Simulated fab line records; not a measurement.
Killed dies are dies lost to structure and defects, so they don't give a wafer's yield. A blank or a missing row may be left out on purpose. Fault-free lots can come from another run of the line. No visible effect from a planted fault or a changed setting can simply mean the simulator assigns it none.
fab line records + flow n5_finfet
record:
- lots: 6
- wafers: 18
- last_day: 19
route steps=1938 shown WELL_APT@27 BEOL_M4@1111
lots with no fault: from the same line, run without faults
start_h: start of the lot's first displayed wafer, in hours after the record's first day + wait_h: hours since the lot's step before + " unchanged from the row above + L1.1+2: several wafers, shown together as one row + - either no value or no given start + * or withheld: withheld + < > ~ a bound
route shown NAME@n: NAME is a module with steps in the file, n the number in the route of the first one + usual: mean and standard deviation over wafers with no fault + same: alike in all rows + chamber/n: place in a boat + sites: per-site readings + _std_site: standard deviation of those values + _edge_site: the outer-site mean with the inner-site mean subtracted + radius_mm: how far each site lies from the wafer's centre + mask NAME#n: copy n + behind: the tool/chamber that last shaped the wafer + hold: why the lot went on hold/how many hours it stayed there/how the hold came to an end + device: which transistor (n, p or np) failed to switch + end of line: tests run on the same wafers once the route is complete + a step given without rows: its recipe and nothing more + killed: at the first sort, the dies lost to defects and structure; wafer yield is something else + map: dies across one wafer; x = killed, . = not, _ = none there
set.NAME: the setting the step ran with; set.NAME@STEP: the setting that earlier step ran with + model.NAME: the simulator's own value behind a step, which no gauge read
lots seen at some steps along the route; tables by step, rows by wafer
services: from which hour (start_h, from the record's first day; less than 0 if before it) a tool's chamber was out of use, for how many hours, and why
== steps ==
step: N5_WELL_APT_HARDBAKE_12
recipe:
- temp_c: 130
- time_s: 120
step: N5_WELL_APT_CD_MEAS_08
recipe:
- target_cd_nm: 200
- landing_energy_ev: 500
- detector: se_inlens
usual:
- cd_nm: 199.9/1.1
| lot.wafer | tool      | chamber | start_h | wait_h | cd_nm |
|-----------|-----------|---------|---------|--------|-------|
| L838.3    | cd_sem-01 | 0       | 26.34   | -      | 198.8 |
| L838.5    | "         | 0       | "       | "      | 199.0 |
| L838.6    | "         | 0       | "       | "      | 199.6 |
| L839.3    | cd_sem-01 | 0       | 31.56   | -      | 199.6 |
| L839.4    | "         | 0       | "       | "      | 199.1 |
| L839.6    | "         | 0       | "       | "      | 198.8 |
| L846.3    | cd_sem-01 | 0       | 73.81   | -      | 200.3 |
| L846.5    | "         | 0       | "       | "      | 201.0 |
| L846.6    | "         | 0       | "       | "      | 199.7 |
| L847.1    | cd_sem-02 | 0       | 79.70   | -      | 200.5 |
| L847.4    | "         | 0       | "       | "      | 200.8 |
| L847.5    | "         | 0       | "       | "      | 200.4 |
| L855.2    | cd_sem-03 | 0       | 127.81  | -      | 201.4 |
| L855.4    | "         | 0       | "       | "      | 199.8 |
| L855.6    | "         | 0       | "       | "      | 199.4 |
| L857.3    | cd_sem-03 | 0       | 139.81  | -      | 199.4 |
| L857.5    | "         | 0       | "       | "      | 199.6 |
| L857.6    | "         | 0       | "       | "      | 197.4 |
step: N5_WELL_APT_OVL_MEAS_09
recipe:
- points_per_wafer: 44
usual:
- NWELL_OVL: -1/5.8
| lot.wafer | tool       | chamber | start_h | wait_h | NWELL_OVL[nm] |
|-----------|------------|---------|---------|--------|---------------|
| L838.3    | overlay-02 | 0       | 26.37   | 0.0    | 3             |
| L838.5    | "          | 0       | "       | "      | 4             |
| L838.6    | "          | 0       | "       | "      | 2             |
| L839.3    | overlay-01 | 0       | 31.59   | 0.0    | 10            |
| L839.4    | "          | 0       | "       | "      | 1             |
| L839.6    | "          | 0       | "       | "      | 1             |
| L846.3    | overlay-01 | 0       | 73.84   | 0.0    | 7             |
| L846.5    | "          | 0       | "       | "      | 6             |
| L846.6    | "          | 0       | "       | "      | 0             |
| L847.1    | overlay-01 | 0       | 79.73   | 0.0    | 3             |
| L847.4    | "          | 0       | "       | "      | 1             |
| L847.5    | "          | 0       | "       | "      | 6             |
| L855.2    | overlay-02 | 0       | 127.84  | 0.0    | -6            |
| L855.4    | "          | 0       | "       | "      | -2            |
| L855.6    | "          | 0       | "       | "      | -6            |
| L857.3    | overlay-01 | 0       | 139.84  | 0.0    | -10           |
| L857.5    | "          | 0       | "       | "      | -8            |
| L857.6    | "          | 0       | "       | "      | -7            |
step: N5_WELL_APT_INSPECT_10
recipe:
- mode: adi
- inspect_instrument: macro
usual:
- raw_defect_count: 2.0/1.4
| lot.wafer | tool              | chamber | start_h | wait_h | raw_defect_count |
|-----------|-------------------|---------|---------|--------|------------------|
| L838.3    | defect_inspect-02 | -       | 26.40   | 0.0    | 4                |
| L838.5    | "                 | -       | "       | "      | 3                |
| L838.6    | "                 | -       | "       | "      | 1                |
| L839.3    | defect_inspect-01 | -       | 31.61   | 0.0    | 1                |
| L839.4    | "                 | -       | "       | "      | 2                |
| L839.6    | "                 | -       | "       | "      | 2                |
| L846.3    | defect_inspect-02 | -       | 73.87   | 0.0    | 2                |
| L846.5    | "                 | -       | "       | "      | 0                |
| L846.6    | "                 | -       | "       | "      | 3                |
| L847.1    | defect_inspect-01 | -       | 79.76   | 0.0    | 4                |
| L847.4    | "                 | -       | "       | "      | 3                |
| L847.5    | "                 | -       | "       | "      | 1                |
| L855.2    | defect_inspect-01 | -       | 127.86  | 0.0    | 0                |
| L855.4    | "                 | -       | "       | "      | 5                |
| L855.6    | "                 | -       | "       | "      | 7                |
| L857.3    | defect_inspect-02 | -       | 139.87  | 0.0    | 3                |
| L857.5    | "                 | -       | "       | "      | 1                |
| L857.6    | "                 | -       | "       | "      | 4                |
step: N5_WELL_APT_DESCUM_13
recipe:
- chemistry: O2
- time_s: 7.9
- source_power_w: 50
- bias_power_w: 20
- pressure_mtorr: 20
- rf_frequency_hz: 2.712e+07
- temp_c: 40
- o2_flow_sccm: 225
usual:
- bias_power_w: 20.00/0.062
- drypump_motor_current_A: 5.8/0.42
- oes_product_au: 0.81/0.069
- rf_vpp_V: 243.7/1.3
- showerhead_plenum_p_Torr: 2.12/0.067
- throttle_valve_pct: 20.43/0.22
| lot.wafer | tool        | chamber | start_h | wait_h | bias_power_w | drypump_motor_current_A | oes_product_au | rf_hours_counter_h | rf_vpp_V | showerhead_plenum_p_Torr | throttle_valve_pct |
|-----------|-------------|---------|---------|--------|--------------|-------------------------|----------------|--------------------|----------|--------------------------|--------------------|
| L838.3    | rie_diel-06 | 2       | 26.43   | 0.0    | 19.97        | 5.1                     | 0.78           | 125                | 245.3    | 2.20                     | 20.27              |
| L838.5    | "           | 0       | "       | "      | 20.00        | 6.0                     | 0.78           | -                  | 242.9    | 2.10                     | 20.54              |
| L838.6    | "           | 1       | "       | "      | 20.01        | 5.7                     | 0.93           | -                  | 243.3    | 2.14                     | 20.37              |
| L839.3    | rie_diel-01 | 3       | 31.64   | 0.0    | 20.03        | 5.6                     | 0.81           | 87                 | 243.4    | 2.11                     | 20.46              |
| L839.4    | "           | 0       | "       | "      | 19.95        | 5.7                     | 0.93           | 22                 | 246.1    | 2.23                     | 20.41              |
| L839.6    | "           | 0       | "       | "      | 20.05        | 5.7                     | 0.93           | -                  | 245.3    | 2.23                     | 20.41              |
| L846.3    | rie_diel-06 | 0       | 73.90   | 0.0    | 20.01        | 5.9                     | 0.76           | 152                | 242.8    | 2.09                     | 20.58              |
| L846.5    | "           | 2       | "       | "      | 20.13        | 5.1                     | 0.77           | -                  | 244.6    | 2.19                     | 20.29              |
| L846.6    | "           | 1       | "       | "      | 19.99        | 5.7                     | 0.88           | -                  | 244.4    | 2.13                     | 20.41              |
| L847.1    | rie_diel-04 | 0       | 79.79   | 0.0    | 20.01        | 6.4                     | 0.71           | 235                | 240.7    | 1.97                     | 20.60              |
| L847.4    | "           | 2       | "       | "      | 20.08        | 5.5                     | 0.73           | 167                | 245.3    | 2.18                     | 20.89              |
| L847.5    | "           | 1       | "       | "      | 20.09        | 5.3                     | 0.85           | -                  | 244.8    | 2.12                     | 20.03              |
| L855.2    | rie_diel-04 | 2       | 127.91  | 0.1    | 19.98        | 5.4                     | 0.71           | 184                | 243.9    | 2.17                     | 20.93              |
| L855.4    | "           | 3       | "       | "      | 20.02        | 6.5                     | 0.77           | -                  | 244.9    | 2.18                     | 20.23              |
| L855.6    | "           | 1       | "       | "      | 19.98        | 5.3                     | 0.82           | -                  | 244.3    | 2.11                     | 20.07              |
| L857.3    | rie_diel-01 | 0       | 140.07  | 0.2    | 20.05        | 5.7                     | 0.87           | 61                 | 245.0    | 2.21                     | 20.47              |
| L857.5    | "           | 2       | "       | "      | 20.00        | 6.2                     | 0.87           | -                  | 243.9    | 2.04                     | 20.52              |
| L857.6    | "           | 3       | "       | "      | 19.94        | 5.6                     | 0.78           | -                  | 243.6    | 2.10                     | 20.51              |
step: N5_WELL_APT_IMPLANT_14
recipe:
- species: P
- energy_kev: 160
- dose_cm2: 1.5e+13
- tilt_deg: 0
- rotation_deg: 0
step: N5_WELL_APT_IMPLANT_15
recipe:
- species: As
- energy_kev: 25
- dose_cm2: 1.5e+13
- tilt_deg: 0
- rotation_deg: 0
step: N5_WELL_APT_STRIP_16
recipe:
- chemistry: SPM
- time_s: 900
- temp_c: 130
- h2so4_h2o2_vol_ratio: 4
- dry: ipa_marangoni
step: N5_WELL_APT_HMDS_18
recipe:
- time_s: 60
- temp_c: 120
step: N5_WELL_APT_COAT_19
recipe:
- spin_rpm: 1357
- resist_thk_nm: 950
step: N5_WELL_APT_EBR_21
recipe:
- solvent: PGMEA
- ebr_width_mm: 1.5
step: N5_WELL_APT_SOFTBAKE_20
recipe:
- temp_c: 130
- time_s: 60
step: N5_WELL_APT_EXPOSE_22
recipe:
- mask_id: PWELL
- na: 0.8
- source_shape: conventional
- sigma_outer: 0.8
- polarization: unpolarized
- defocus_nm: 0
- target_cd_nm: 200
- dose_mj: 23.2
usual:
- reticle_temp_C: 23.00/0.099
| lot.wafer | tool           | chamber | start_h | wait_h | mask    | reticle_temp_C | model.WELL_APT.overlay_x_nm |
|-----------|----------------|---------|---------|--------|---------|----------------|-----------------------------|
| L838.3    | krf_scanner-01 | 0       | 27.43   | -      | PWELL#0 | 22.97          | -0.1256                     |
| L838.5    | "              | 0       | "       | "      | PWELL#0 | 22.90          | -0.1256                     |
| L838.6    | "              | 0       | "       | "      | PWELL#0 | 22.78          | -0.1256                     |
| L839.3    | krf_scanner-02 | 0       | 32.64   | -      | PWELL#0 | 23.06          | -4.614                      |
| L839.4    | "              | 0       | "       | "      | PWELL#0 | 23.00          | -4.614                      |
| L839.6    | "              | 0       | "       | "      | PWELL#0 | 23.03          | -4.614                      |
| L846.3    | krf_scanner-02 | 0       | 74.77   | -      | PWELL#0 | 23.07          | 35.93                       |
| L846.5    | "              | 0       | "       | "      | PWELL#0 | 23.04          | 35.93                       |
| L846.6    | "              | 0       | "       | "      | PWELL#0 | 22.98          | 35.93                       |
| L847.1    | krf_scanner-02 | 0       | 80.65   | -      | PWELL#0 | 23.10          | 33.98                       |
| L847.4    | "              | 0       | "       | "      | PWELL#0 | 23.04          | 33.98                       |
| L847.5    | "              | 0       | "       | "      | PWELL#0 | 23.19          | 33.98                       |
| L855.2    | krf_scanner-01 | 0       | 128.91  | -      | PWELL#0 | 22.90          | -4.166                      |
| L855.4    | "              | 0       | "       | "      | PWELL#0 | 22.85          | -4.166                      |
| L855.6    | "              | 0       | "       | "      | PWELL#0 | 23.05          | -4.166                      |
| L857.3    | krf_scanner-01 | 0       | 140.94  | -      | PWELL#0 | 23.04          | -0.5909                     |
| L857.5    | "              | 0       | "       | "      | PWELL#0 | 23.13          | -0.5909                     |
| L857.6    | "              | 0       | "       | "      | PWELL#0 | 23.00          | -0.5909                     |
step: N5_WELL_APT_PEB_23
recipe:
- peb_temp_c: 130
- peb_time_s: 90
step: N5_WELL_APT_DEVELOP_24
recipe:
- develop_time_s: 45
- rinse_liquid: surfactant_rinse
- dry: air_spin
- dev_temp_c: 21
step: N5_WELL_APT_HARDBAKE_29
recipe:
- temp_c: 130
- time_s: 120
step: N5_WELL_APT_CD_MEAS_25
recipe:
- target_cd_nm: 200
- landing_energy_ev: 500
- detector: se_inlens
usual:
- cd_nm: 200.6/1.5
| lot.wafer | tool      | chamber | start_h | wait_h | cd_nm |
|-----------|-----------|---------|---------|--------|-------|
| L838.3    | cd_sem-01 | 0       | 27.59   | -      | 202.1 |
| L838.5    | "         | 0       | "       | "      | 198.7 |
| L838.6    | "         | 0       | "       | "      | 200.4 |
| L839.3    | cd_sem-01 | 0       | 32.80   | -      | 202.7 |
| L839.4    | "         | 0       | "       | "      | 202.1 |
| L839.6    | "         | 0       | "       | "      | 202.7 |
| L846.3    | cd_sem-01 | 0       | 74.94   | -      | 199.5 |
| L846.5    | "         | 0       | "       | "      | 201.2 |
| L846.6    | "         | 0       | "       | "      | 200.7 |
| L847.1    | cd_sem-03 | 0       | 80.82   | -      | 199.8 |
| L847.4    | "         | 0       | "       | "      | 203.0 |
| L847.5    | "         | 0       | "       | "      | 203.0 |
| L855.2    | cd_sem-02 | 0       | 129.07  | -      | 201.5 |
| L855.4    | "         | 0       | "       | "      | 200.9 |
| L855.6    | "         | 0       | "       | "      | 200.5 |
| L857.3    | cd_sem-01 | 0       | 141.11  | -      | 199.5 |
| L857.5    | "         | 0       | "       | "      | 201.4 |
| L857.6    | "         | 0       | "       | "      | 202.6 |
step: N5_WELL_APT_OVL_MEAS_26
recipe:
- points_per_wafer: 44
usual:
- PWELL_OVL: 0/6.2
| lot.wafer | tool       | chamber | start_h | wait_h | PWELL_OVL[nm] |
|-----------|------------|---------|---------|--------|---------------|
| L838.3    | overlay-01 | 0       | 27.62   | 0.0    | -4            |
| L838.5    | "          | 0       | "       | "      | 0             |
| L838.6    | "          | 0       | "       | "      | -3            |
| L839.3    | overlay-01 | 0       | 32.83   | 0.0    | -2            |
| L839.4    | "          | 0       | "       | "      | 2             |
| L839.6    | "          | 0       | "       | "      | -2            |
| L846.3    | overlay-02 | 0       | 74.96   | 0.0    | 43            |
| L846.5    | "          | 0       | "       | "      | 32            |
| L846.6    | "          | 0       | "       | "      | 42            |
| L847.1    | overlay-02 | 0       | 80.85   | 0.0    | 32            |
| L847.4    | "          | 0       | "       | "      | 36            |
| L847.5    | "          | 0       | "       | "      | 34            |
| L855.2    | overlay-02 | 0       | 129.10  | 0.0    | 1             |
| L855.4    | "          | 0       | "       | "      | -4            |
| L855.6    | "          | 0       | "       | "      | -9            |
| L857.3    | overlay-01 | 0       | 141.13  | 0.0    | -14           |
| L857.5    | "          | 0       | "       | "      | -4            |
| L857.6    | "          | 0       | "       | "      | -2            |
step: N5_WELL_APT_INSPECT_27
recipe:
- mode: adi
- inspect_instrument: macro
usual:
- raw_defect_count: 2.1/1.3
| lot.wafer | tool              | chamber | start_h | wait_h | raw_defect_count |
|-----------|-------------------|---------|---------|--------|------------------|
| L838.3    | defect_inspect-02 | -       | 27.64   | 0.0    | 4                |
| L838.5    | "                 | -       | "       | "      | 3                |
| L838.6    | "                 | -       | "       | "      | 4                |
| L839.3    | defect_inspect-02 | -       | 32.86   | 0.0    | 2                |
| L839.4    | "                 | -       | "       | "      | 4                |
| L839.6    | "                 | -       | "       | "      | 2                |
| L846.3    | defect_inspect-01 | -       | 74.99   | 0.0    | 3                |
| L846.5    | "                 | -       | "       | "      | 4                |
| L846.6    | "                 | -       | "       | "      | 0                |
| L847.1    | defect_inspect-02 | -       | 80.88   | 0.0    | 3                |
| L847.4    | "                 | -       | "       | "      | 1                |
| L847.5    | "                 | -       | "       | "      | 2                |
| L855.2    | defect_inspect-02 | -       | 129.13  | 0.0    | 2                |
| L855.4    | "                 | -       | "       | "      | 1                |
| L855.6    | "                 | -       | "       | "      | 3                |
| L857.3    | defect_inspect-02 | -       | 141.16  | 0.0    | 3                |
| L857.5    | "                 | -       | "       | "      | 3                |
| L857.6    | "                 | -       | "       | "      | 0                |
step: N5_BEOL_M4_RC_MEAS_101
usual:
- DIBL_N: 36.5/1.2
- DIBL_P: 36.5/1.6
- IOFF_N: 0.162/0.023
- IOFF_P: 0.221/0.03
- ION_N: 678/8
- ION_P: 466/6.3
- SS_N: 71.6/0.46
- SS_P: 73.3/0.57
- VT_N: 249.2/2.6
- VT_P: -249/3.3
| lot.wafer | tool      | chamber | start_h | wait_h | DIBL_N[mV/V] | DIBL_P[mV/V] | IOFF_N[nA/um] | IOFF_P[nA/um] | ION_N[uA/um] | ION_P[uA/um] | SS_N[mV/dec] | SS_P[mV/dec] | VT_N[mV] | VT_P[mV] |
|-----------|-----------|---------|---------|--------|--------------|--------------|---------------|---------------|--------------|--------------|--------------|--------------|----------|----------|
| L839.3    | prober-02 | 0       | 235.48  | 0.3    | 35.4         | 33.4         | 0.131         | 0.216         | 676          | 473          | 71.3         | 72.9         | 250.2    | -246     |
| L839.4    | "         | 0       | "       | "      | 37.0         | 35.5         | 0.156         | 0.242         | 679          | 471          | 70.9         | 72.6         | 246.5    | -246     |
| L839.6    | "         | 0       | "       | "      | 35.7         | 34.1         | 0.142         | 0.223         | 674          | 464          | 71.4         | 72.7         | 249.0    | -249     |
| L838.3    | prober-02 | 0       | 242.90  | 0.7    | 34.9         | 34.3         | 0.117         | 0.179         | 663          | 461          | 70.9         | 73.0         | 256.9    | -254     |
| L838.5    | "         | 0       | "       | "      | 36.3         | 36.4         | 0.145         | 0.200         | 669          | 463          | 71.2         | 73.1         | 251.3    | -253     |
| L838.6    | "         | 0       | "       | "      | 36.0         | 36.1         | 0.139         | 0.198         | 678          | 465          | 71.0         | 73.7         | 251.1    | -252     |
| L846.3    | prober-01 | 0       | 266.31  | 0.3    | 38.2         | 38.9         | 0.199         | 0.260         | 687          | 467          | 71.7         | 74.9         | 245.0    | -247     |
| L846.5    | "         | 0       | "       | "      | 37.3         | 37.8         | 0.168         | 0.229         | 671          | 458          | 71.9         | 73.2         | 252.6    | -250     |
| L846.6    | "         | 0       | "       | "      | 36.4         | 37.0         | 0.165         | 0.218         | 676          | 468          | 71.7         | 73.2         | 248.3    | -251     |
| L847.1    | prober-02 | 0       | 287.61  | 0.0    | 37.1         | 37.3         | 0.189         | 0.216         | 674          | 457          | 72.2         | 74.2         | 248.0    | -252     |
| L847.4    | "         | 0       | "       | "      | 37.2         | 37.1         | 0.190         | 0.208         | 685          | 462          | 71.8         | 73.6         | 248.4    | -254     |
| L847.5    | "         | 0       | "       | "      | 36.5         | 36.4         | 0.179         | 0.199         | 675          | 457          | 72.6         | 74.2         | 248.9    | -252     |
| L855.2    | prober-02 | 0       | 324.31  | 0.2    | 37.0         | 36.9         | 0.177         | 0.254         | 684          | 472          | 71.3         | 73.1         | 247.8    | -245     |
| L855.4    | "         | 0       | "       | "      | 37.1         | 37.4         | 0.184         | 0.257         | 686          | 476          | 71.3         | 72.9         | 246.6    | -245     |
| L855.6    | "         | 0       | "       | "      | 39.0         | 39.8         | 0.244         | 0.318         | 707          | 482          | 71.8         | 74.6         | 244.1    | -244     |
| L857.3    | prober-02 | 0       | 361.84  | 0.3    | 35.3         | 34.2         | 0.128         | 0.175         | 664          | 456          | 70.1         | 72.8         | 250.6    | -257     |
| L857.5    | "         | 0       | "       | "      | 36.8         | 36.3         | 0.149         | 0.200         | 668          | 463          | 71.1         | 72.9         | 251.3    | -252     |
| L857.6    | "         | 0       | "       | "      | 36.7         | 36.7         | 0.161         | 0.210         | 683          | 465          | 71.8         | 73.6         | 251.0    | -253     |
== services ==
| tool           | chamber | start_h | hours | kind                          |
|----------------|---------|---------|-------|-------------------------------|
| krf_scanner-02 | -       | 12.88   | 0.8   | pm                            |
| krf_scanner-02 | -       | 18.92   | 0.5   | repair                        |
| krf_scanner-02 | -       | 26.29   | 1.3   | pm                            |
| krf_scanner-02 | -       | 30.15   | 1.0   | pm                            |
| krf_scanner-01 | -       | 35.73   | 1.3   | pm                            |
| krf_scanner-01 | -       | 38.70   | 4.0   | pm                            |
| krf_scanner-01 | -       | 42.72   | 11.6  | pm                            |
| krf_scanner-02 | 0       | 93.83   | -     | calibration                   |
| rie_diel-04    | 1       | 106.06  | 2.9   | repair                        |
| krf_scanner-01 | 0       | 123.61  | -     | calibration                   |
| rie_diel-04    | 0       | 124.52  | -     | clean                         |
| rie_diel-04    | 0       | 124.52  | -     | consumable_replace:focus_ring |
| rie_diel-04    | 0       | 124.52  | -     | consumable_replace:showerhead |
| rie_diel-04    | 0       | 124.52  | 14.9  | scheduled_down                |
| rie_diel-04    | 0       | 124.52  | 14.9  | vent_cycle                    |
== key ==
first_sign:
- step: N5_WELL_APT_OVL_MEAS_26
- reading: PWELL_OVL
- direction: up
- sigmas: 5.9
- usual: 0
- struck: 36
effect none on later readings
model_effect:
- step: N5_WELL_APT_EXPOSE_22
- value: WELL_APT.overlay_x_nm
- without: -0.7876
- struck: 34.96
met_at N5_WELL_APT_EXPOSE_22
struck_wafers L846.3,L846.5,L846.6,L847.1,L847.4,L847.5
onset_between 32.64 74.77
fault:
- kind: scanner_matching_overlay
- tool: krf_scanner-02
- chamber: -
- onset_h: 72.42
- steps: N5_WELL_APT_EXPOSE_22
- offset: 35.743
